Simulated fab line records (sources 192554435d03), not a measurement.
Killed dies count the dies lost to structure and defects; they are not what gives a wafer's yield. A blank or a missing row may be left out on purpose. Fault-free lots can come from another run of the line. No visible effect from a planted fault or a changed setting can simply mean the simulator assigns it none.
Split-lot trial ; flow n5Finfet ; 21 wafers read from 7 lots, route of 1938 steps

THE SPLIT
At N5_BEOL_M7_DEP_56 (deposits SiCN from 3MS/NH3, target thk 10 nm, time 17.5 s), the setting timeS was moved away from the recipe's 17.5 s on 8 of the 21 wafers read, by -7.0% to +12.1%. For the rest of the wafers, this setting stayed at what the recipe calls for.

The split's own step is where the reading is taken.

THE READING
SiCN_of_BEOL_M7_DEP_56.thkNm (the simulator's own value, which no gauge read), in nm, at N5_BEOL_M7_DEP_56 (deposits SiCN from 3MS/NH3, target thk 10 nm, time 17.5 s). There is no usual value for it anywhere in the file. Across the 13 wafers here that went through the recipe, the average is 10.0 nm and the standard deviation 0.12 nm.

wafer;tool, chamber at the split;timeS as run, s;against the recipe;SiCN_of_BEOL_M7_DEP_56.thkNm, nm;against lot-mates on the recipe
L074.1;pecvd-03, 1,2;19.36;+10.6%;11;+1.0
L074.3;pecvd-03, 1,2;19.36;+10.6%;11;+1.0
L074.6;pecvd-03, 2;17.5;recipe;10;-
L078.3;pecvd-03, 0;17.5;recipe;9.8;-
L078.4;pecvd-03, 1;18.77;+7.3%;10.8;+0.8
L078.6;pecvd-03, 2;17.5;recipe;10.2;-
L081.1;pecvd-03, 0;17.5;recipe;9.8;-
L081.4;pecvd-03, 2;17.5;recipe;10.2;-
L081.6;pecvd-03, 1;17.5;recipe;10;-
L084.2;pecvd-04, 1,2;17.5;recipe;10;-
L084.3;pecvd-04, 1,2;17.5;recipe;10;-
L084.5;pecvd-04, 1;16.27;-7.0%;9.4;-0.6
L087.4;pecvd-03, 1,0,2;17.5;recipe;10;-
L087.5;pecvd-03, 1,0,2;17.5;recipe;10;-
L087.6;pecvd-03, 1,0,2;17.5;recipe;10;-
L093.1;pecvd-04, 2;16.3;-6.9%;9.2;no lot-mate on the recipe
L093.2;pecvd-04, 0;16.3;-6.9%;9;no lot-mate on the recipe
L093.6;pecvd-04, 0;16.3;-6.9%;9.4;no lot-mate on the recipe
L092.3;pecvd-03, 1;17.5;recipe;10;-
L092.5;pecvd-03, 2;17.5;recipe;10.2;-
L092.6;pecvd-03, 1;19.62;+12.1%;11.2;+1.1
The file does not say which wafer passed through which chamber wherever a row lists several chambers: such a row stands for several wafers.

FIT RESULTS
A straight line over all 21 wafers: SiCN_of_BEOL_M7_DEP_56.thkNm changes by +0.101 nm for each +1% of timeS; r = +0.97; the points scatter about the line by 0.13 nm.
The same after taking each lot's own level away (the mean of its wafers on the recipe; 18 wafers): +0.0933 nm for each +1%; r = +0.97; scatter 0.11 nm.
The reading moves by 1.1 nm for the largest change in timeS, on that fit.
Across the lots, their own levels run from 10.00 to 10.10 nm, a range of 0.8 times the standard deviation given above.
So the lot-to-lot level changes the slope little: the two slopes agree.
Check: +1.16 nm against its lot-mates is what the line predicts for one of the wafers moved furthest among these (+12.1%) when that wafer is left out of the fit. It came out at +1.1 nm against them.

OTHER SPLITS ON THESE WAFERS
Before the reading, these wafers also passed through other splits. Each is held against what the fit with the lots' levels taken away leaves over:
other split on the same wafers;wafers away from the commonest value;r with SiCN_of_BEOL_M7_DEP_56.thkNm (lot level and that fit taken away)
N5_BEOL_M6_TRENCH_ETCH_37 biasW;8;-0.37

FILE'S OWN FIT
SiCN_of_BEOL_M7_DEP_56.thkNm changes by +0.0939 nm for each +1% of timeS, r = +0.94.
